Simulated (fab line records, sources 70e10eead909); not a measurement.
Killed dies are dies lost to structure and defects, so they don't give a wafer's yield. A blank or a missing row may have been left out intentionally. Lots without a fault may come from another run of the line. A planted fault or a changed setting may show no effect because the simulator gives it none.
A struck lot beside a sound one ; flow nandHarc ; 15 out of 1159 route steps
Sound: the wafers L715.4, L715.5, L715.6. Struck: wafers L710.3, L710.6 (left out: L710.5, a lot-mate that was not struck); the cause follows at the end.
For every step that has rows: the tool of each side, followed by ch and its chambers, followed by its first start. Under that, the readings that differ: sound wafers ; struck wafers ; difference of the means ; sigmas: that difference in standard deviations of wafers without a fault.
alike: readings whose means differ by less than 2 such deviations, and words and numbers that are the same on both sides. not compared: withheld readings, readings that some wafer has no value for, bounds like >300 that may hide the same value, and numbers for which the record gives no deviation and whose values overlap.
Wherever a step has rows on one side only, a row that says differs or no value, or a row with sigmas, the two part there. Non-overlapping numbers with no deviation appear without sigmas and do not part them. A reading missing from all wafers of one side parts the sides only when that side holds two or more wafers.

first, 7 steps without rows for these wafers: NHARC_A_BLC_COAT_03 (time 65 s); NHARC_A_BLC_COAT_04 (resist thk 90 nm); NHARC_A_BLC_SOFTBAKE_05 (time 55 s); NHARC_A_BLC_EBR_06; NHARC_A_BLC_EXPOSE_07 (exposes mask A BLC, target cd 100 nm); NHARC_A_BLC_PEB_08 (peb time 65 s); NHARC_A_BLC_DEVELOP_09 (develop time 35 s).
NHARC_A_BLC_CD_MEAS_10: target cd 100 nm.
  sound on cdSem-03 ch 0, day 21 08:55; struck on cdSem-02 ch 0, day 20 00:43
  alike: cdNm
NHARC_A_BLC_OVL_MEAS_11:
  sound on overlay-02, day 21 09:00; struck on overlay-01, day 20 00:48
  alike: overlayXNm, overlayYNm
NHARC_A_BLC_INSPECT_12:
  sound on defectInspect-01, day 21 09:02; struck on defectInspect-02, day 20 00:50
  alike: rawDefectCount
NHARC_A_BLC_DESCUM_15: chemistry O2, time 3 s.
  sound on rieDiel-05 ch 0,1,2, day 21 09:07; struck on rieDiel-12 ch 2, day 20 00:54
reading;sound;struck;difference;sigmas
oesProductAu (a.u.);0.997 0.995 0.998;1.003 1.020;+0.015;+2
throttleValvePct (%);11.335 11.318 11.321;11.305 11.304;-0.020;-2
  alike: drypumpMotorCurrentA, rfVppV, showerheadPlenumPTorr
  not compared: rfHoursCounterH
NHARC_A_BLC_ETCH_16: etches the open film in CF4, target depth 39 nm, time 65 s.
  sound on rieDiel-05 ch 0,1,2, day 21 09:11; struck on rieDiel-12 ch 0,3, day 20 00:59
  alike: cf4FlowSccm, drypumpMotorCurrentA, oesProductAu, rfVppV, runLengthS, showerheadPlenumPTorr, throttleValvePct
  not compared: rfHoursCounterH
NHARC_A_BLC_ETCH_17: etches the open film in N2/H2, target depth 390 nm, time 609.38 s.
  sound on rieDiel-05 ch 0,1, day 21 09:19; struck on rieDiel-12 ch 1,3, day 20 01:10
reading;sound;struck;difference;sigmas
runLengthS (s);630.8 630.2 631.2;568.2 567.7;-62.8;-99 or more
  alike: drypumpMotorCurrentA, oesProductAu, rfVppV, showerheadPlenumPTorr, throttleValvePct
  not compared: rfHoursCounterH
NHARC_A_BLC_ETCH_18: etches the open film in C4F8/O2/Ar, target depth 910 nm.
  sound: rieDiel-05 ch 0,1; struck: rieDiel-12 ch 2,3
  alike: oesProductAu, rfVppV
  not compared: rfHoursCounterH
-- the record jumps here: 2 days lie between the struck wafers' starts before and after (it left off in module A_BLC and takes up again in module END, whose first step shown is number 1159 of the route) --
NHARC_END_SORT_01:
  here the record holds rows for the struck wafers (prober-02 ch 0, day 22 03:23) but none for the sound ones

## WHERE THEY PART
Earliest at NHARC_A_BLC_DESCUM_15; latest, in this record, at NHARC_END_SORT_01.

WHY: what had been put in by the simulator
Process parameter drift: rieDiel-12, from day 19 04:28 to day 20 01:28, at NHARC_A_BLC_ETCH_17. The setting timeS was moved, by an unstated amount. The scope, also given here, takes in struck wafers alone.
